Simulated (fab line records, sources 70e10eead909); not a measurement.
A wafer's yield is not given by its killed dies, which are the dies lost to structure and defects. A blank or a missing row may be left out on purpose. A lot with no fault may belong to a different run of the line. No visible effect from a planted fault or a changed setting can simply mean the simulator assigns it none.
Chamber matching ; flow nand-harc ; 4 sister chambers for NHARC_A_CHANNEL_FILL_D2_ETCHBACK_19 on rie-si-05
The step etches the open film in HBr/Cl2, target depth 5 nm, time 1.7 s. 24 wafers are shown with their chamber, then 12 later ones without.

EACH WAFER AND ITS CHAMBER
wafer;chamber;drypump-motor-current-A (A);oes-product-au (a.u.);throttle-valve-pct (%)
L078.1;1;5.4;1.000;26.399
L078.3;2;5.9;0.985;26.420
L078.5;1;5.4;0.999;26.407
L077.1;1;5.4;0.987;26.412
L077.2;0;6.0;1.013;26.398
L077.3;3;5.3;1.030;26.418
L077.4;2;5.8;0.983;26.400
L077.5;1;5.4;0.996;26.413
L077.6;2;5.9;0.989;26.399
L080.2;0;6.0;1.006;26.418
L080.4;1;5.4;0.997;26.408
L080.5;2;5.9;0.997;26.408
L084.1;0;6.0;1.014;26.403
L084.2;3;5.3;1.025;26.398
L084.6;1;5.4;1.000;26.412
L084.3;1;5.4;1.003;26.405
L084.4;2;5.9;0.983;26.386
L084.5;0;6.0;1.004;26.402
L087.2;3;5.3;1.023;26.408
L087.4;0;6.0;1.005;26.407
L087.6;1;5.4;1.000;26.416
L088.2;2;5.9;0.987;26.406
L088.3;0;6.0;1.019;26.412
L088.4;1;5.4;1.007;26.406

SIGNATURES, as means of the wafers listed above
reading;chamber 0;chamber 1;chamber 2;chamber 3;scatter within a chamber
drypump-motor-current-A;6.000;5.400;5.883;5.300;0.0204
oes-product-au;1.01017;0.99878;0.98733;1.02600;0.00542
throttle-valve-pct;26.40667;26.40867;26.40317;26.40800;0.00811
Rule: a wafer's distance from a chamber is the root of the sum, over the readings, of the square of ((its reading less the chamber's mean) divided by the reading's scatter). The wafer belongs to the nearest chamber; if the next one is less than 2 further off, it can't be placed. How the scatter is found: for the shown wafers, subtract from each reading the mean of its chamber, square and add these, divide the total by (wafers less chambers), then take the root.

WAFERS WITH NO CHAMBER GIVEN
wafer;drypump-motor-current-A (A);oes-product-au (a.u.);throttle-valve-pct (%)
L091.1;5.9;0.999;26.399
L091.3;6.1;0.999;26.402
L091.5;5.9;0.993;26.406
L094.1;5.3;1.012;26.398
L094.3;5.4;1.006;26.416
L094.6;5.9;0.990;26.404
L094.2;5.9;0.995;26.418
L094.4;6.1;0.995;26.407
L094.5;5.4;0.997;26.430
L097.1;5.9;0.989;26.411
L097.2;5.3;1.002;26.389
L097.5;5.3;1.008;26.418

THE CHAMBER EACH PASSED THROUGH
wafer;from the rows above;in truth
L091.1;2;2
L091.3;0;0
L091.5;2;2
L094.1;3;3
L094.3;1;1
L094.6;2;2
L094.2;2;2
L094.4;0;0
L094.5;1;1
L097.1;2;2
L097.2;can't be placed: 3 or 1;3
L097.5;can't be placed: 3 or 1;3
Correctly placed: 10 of 12. Cannot be placed on the basis of these rows: 2; the candidates contain the true chamber in 2. Placed wrongly: 0.
